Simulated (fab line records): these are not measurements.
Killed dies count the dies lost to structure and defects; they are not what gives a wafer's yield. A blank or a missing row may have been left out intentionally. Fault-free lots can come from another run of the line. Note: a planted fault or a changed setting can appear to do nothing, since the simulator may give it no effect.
A lot that was struck, set against a sound lot + flow n5_finfet + 37 out of 1938 route steps
Sound: wafers L745.3, L745.4, L745.6. Wafers struck: L738.3, L738.6. The cause is named last.
Each step with rows lists, per side, the tool, then ch with its chambers, then its first start. Under that, the readings that differ: sound wafers + struck wafers + difference of the means + sigmas: that difference in standard deviations of wafers without a fault.
alike: readings with means less than 2 such deviations apart, plus words and numbers identical on both sides. not compared: withheld readings, readings lacking a value on some wafer, bounds such as >300 that could conceal the same value, and numbers that have no deviation in the record and whose values overlap.
The two part at a step that has a row with sigmas, a row that says differs or no value, or rows on one side only. Non-overlapping numbers with no deviation appear without sigmas and do not part them. A reading that every wafer of one side lacks parts them only if that side has two wafers or more.

first, 8 steps without rows for these wafers: N5_BEOL_M0_ECD_118 (material Cu, target thk 300 nm); N5_BEOL_M0_ANNEAL_119 (time 90 s); N5_BEOL_M0_CMP_120 (polishes, stops on SiOC, t overpolish 6.9 s); N5_BEOL_M0_PRE_CLEAN_131 (time 15 s); N5_BEOL_M0_CO_CAP_123 (material Co, precursor CCTBA/H2, target thk 2 nm, time 102.1 s); N5_BEOL_M0_PRE_CLEAN_124 (time 15 s); N5_BEOL_M0_DEP_125 (deposits SiCN from 3MS/NH3, target thk 8 nm, time 14 s); N5_BEOL_M1_ILD_DEP_00 (deposits SiOC from DEMS/O2, target thk 79 nm, time 15.3 s).
N5_BEOL_M1_PECVD_72: deposits SiO2 from TEOS/O2, target thk 16 nm, time 18 s.
  sound on pecvd-03 ch 0,1, day 11 09:47; struck on pecvd-04 ch 1, day 9 15:04
  alike: heater_power_w, showerhead_plenum_p_Torr, throttle_valve_pct
  not compared: model.SiO2_of_BEOL_M1_PECVD_72.thk_nm
then, 25 steps without rows for these wafers: N5_BEOL_M1_HM_DEP_02 (deposits TiN, target thk 20 nm); N5_BEOL_M1_COAT_61 (time 60 s, resist thk 60 nm); N5_BEOL_M1_COAT_62 (time 60 s, resist thk 12 nm); N5_BEOL_M1_COAT_73 (time 60 s, resist thk 5 nm); N5_BEOL_M1_COAT_05 (resist thk 30 nm); N5_BEOL_M1_EBR_07; N5_BEOL_M1_SOFTBAKE_06 (time 60 s); N5_BEOL_M1_EXPOSE_08 (exposes mask M1); N5_BEOL_M1_PEB_09 (peb time 60 s); N5_BEOL_M1_DEVELOP_10 (develop time 30 s); N5_BEOL_M1_DESCUM_16 (chemistry O2, time 7 s); N5_BEOL_M1_ETCH_74 (etches underlayer in N2/H2, target depth 6.5 nm, time 5.2 s); N5_BEOL_M1_ETCH_63 (etches SiARC in CF4, target depth 15.6 nm, time 26 s); N5_BEOL_M1_ETCH_64 (etches SOC in N2/H2, target depth 75 nm, overetch 15 nm, time 112.5 s); N5_BEOL_M1_STRIP_65 (strips in N2/H2); N5_BEOL_M1_STRIP_75 (strips in N2/H2); N5_BEOL_M1_STRIP_66 (strips in CF4); N5_BEOL_M1_HM_OPEN_17 (chemistry Cl2/BCl3, target TiN, target depth 20 nm, overetch 6 nm); N5_BEOL_M1_STRIP_19 (strips in O2); N5_BEOL_M1_COAT_67 (time 60 s, resist thk 60 nm); N5_BEOL_M1_COAT_68 (time 60 s, resist thk 12 nm); N5_BEOL_M1_COAT_76 (time 60 s, resist thk 5 nm); N5_BEOL_M1_COAT_22 (resist thk 30 nm); N5_BEOL_M1_EBR_24; N5_BEOL_M1_SOFTBAKE_23 (time 60 s).
N5_BEOL_M1_HM_STRIP_39: strips TiN in peroxide tin strip, target depth 25 nm, time 158 s.
  sound on wet_bench-06 ch 0,3,6, day 11 19:59; struck on wet_bench-04 ch 0,1, day 10 19:38
  alike: temp_c
  not compared: model.SiO2_of_BEOL_M1_PECVD_72.thk_nm
-- here the record skips 5 days between the struck wafers' starts before and after, leaving off in module BEOL_M1 and picking up in module BEOL_M4 (first step shown: number 1111 of the route) --
N5_BEOL_M4_RC_MEAS_101:
  sound on prober-02 ch 0, day 16 04:45; struck on prober-01 ch 0, day 15 09:01
  alike: DIBL_N, DIBL_P, IOFF_N, IOFF_P, ION_N, ION_P, SS_N, SS_P, VT_N, VT_P
-- the record jumps here: 5 days lie between the struck wafers' starts before and after (it left off in module BEOL_M4 and takes up again in module PASSIVATION, whose first step shown is number 1936 of the route) --
N5_PASSIVATION_PROBE_49:
  struck on prober-02, day 20 11:42; sound on prober-02, day 20 23:08
| reading            | sound    | struck | difference | sigmas |
|--------------------|----------|--------|------------|--------|
| killed_at_M0_to_M3 | 47 55 58 | 34 19  | -27        | -2     |
  alike: defect_limited_yield, killed_at_M4_up, killed_at_contacts, killed_at_front_end, killed_at_other, killed_dies, killed_open, killed_short, sort_bin_5_function, sort_bin_6_memory, sort_n_pass, sort_yield_pct

== WHERE THEY PART ==
N5_PASSIVATION_PROBE_49 only, going by this record.

WHY: what had been put in by the simulator
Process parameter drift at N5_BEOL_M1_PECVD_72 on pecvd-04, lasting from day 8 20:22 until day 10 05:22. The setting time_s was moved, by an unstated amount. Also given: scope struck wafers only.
